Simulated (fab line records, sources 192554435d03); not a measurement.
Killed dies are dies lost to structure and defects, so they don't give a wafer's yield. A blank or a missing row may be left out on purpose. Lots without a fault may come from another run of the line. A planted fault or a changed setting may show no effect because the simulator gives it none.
Problem report in the 8D (eight disciplines) form, filled by code | flow n5_finfet | the parts of the form that need people (team, actions taken, sign-off) are left out

1. THE PROBLEM
spin_speed_rpm at N5_BEOL_M6_COAT_05 reads a mean of 1719.0 rpm on 6 wafers of 2 lots; wafers without a fault read 1499.8 rpm with a standard deviation of 1.1. That is +99 or more standard deviations from the usual mean.
The step: resist thk 90 nm.
First seen on wafer L674.1, day 12 17:40, on litho_track-02. The record holds 37 wafers of 13 lots with a number at this step. Rule for "out", or "out of limits": more than 4 standard deviations from the usual mean. The other wafers with a number count as sound.

2. WHAT IT IS AND WHAT IT IS NOT
question                    | is                     | is not
which readings at this step | spin_speed_rpm         | chill_plate_temp_C
which lots                  | L674, L675             | L659, L660, L661, L662, L663, L665, L667, L668, L669, L679, L680
which wafers of those lots  | all that have a number | -
read on which tools         | litho_track-02         | litho_track-01, litho_track-03
when                        | from day 12 17:40      | up to then (25 sound wafers); but 6 sound wafers of L679, L680 came after

3. SUSPECTS, AND WHAT RULES EACH OUT
Counting: a tool at a process step up to the reading stays a suspect if it ran every lot that is out and no sound lot after the first of them.
- litho_track-02 at N5_BEOL_M6_COAT_05 (resist thk 90 nm): kept. It ran every lot that is out, first L674 (day 12 17:40), and no sound lot after that; its last sound lot up to then is L668 (day 11 02:53). Its own readings are out on those wafers: spin_speed_rpm.
Left after counting: litho_track-02 at N5_BEOL_M6_COAT_05.

4. THE CAUSE (what the simulator had put in)
Process parameter drift: litho_track-02, from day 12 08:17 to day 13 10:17, at N5_BEOL_M6_COAT_05. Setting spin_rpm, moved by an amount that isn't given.
Counting left only this tool.

5. THE CHAIN OF EFFECTS, in route order
Each row: a reading whose mean over the struck wafers that have a number lies more than 3 standard deviations from the usual. Only readings for which the record gives a usual standard deviation are gone through. hours: the time from each lot's start at the first step in this table that gives one to its start at this step, as a median over the lots. sigmas: the change in usual standard deviations.
hours | step               | reading        | usual      | on struck wafers | change | sigmas
0     | N5_BEOL_M6_COAT_05 | spin_speed_rpm | 1499.8 rpm | 1719.0           | +219.2 | +99 or more
The process steps in it:
- N5_BEOL_M6_COAT_05: resist thk 90 nm.

6. WHAT WOULD HAVE CAUGHT IT SOONER
In this record the first reading out of limits was taken at day 12 17:40, 9 hours after the fault began at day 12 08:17.
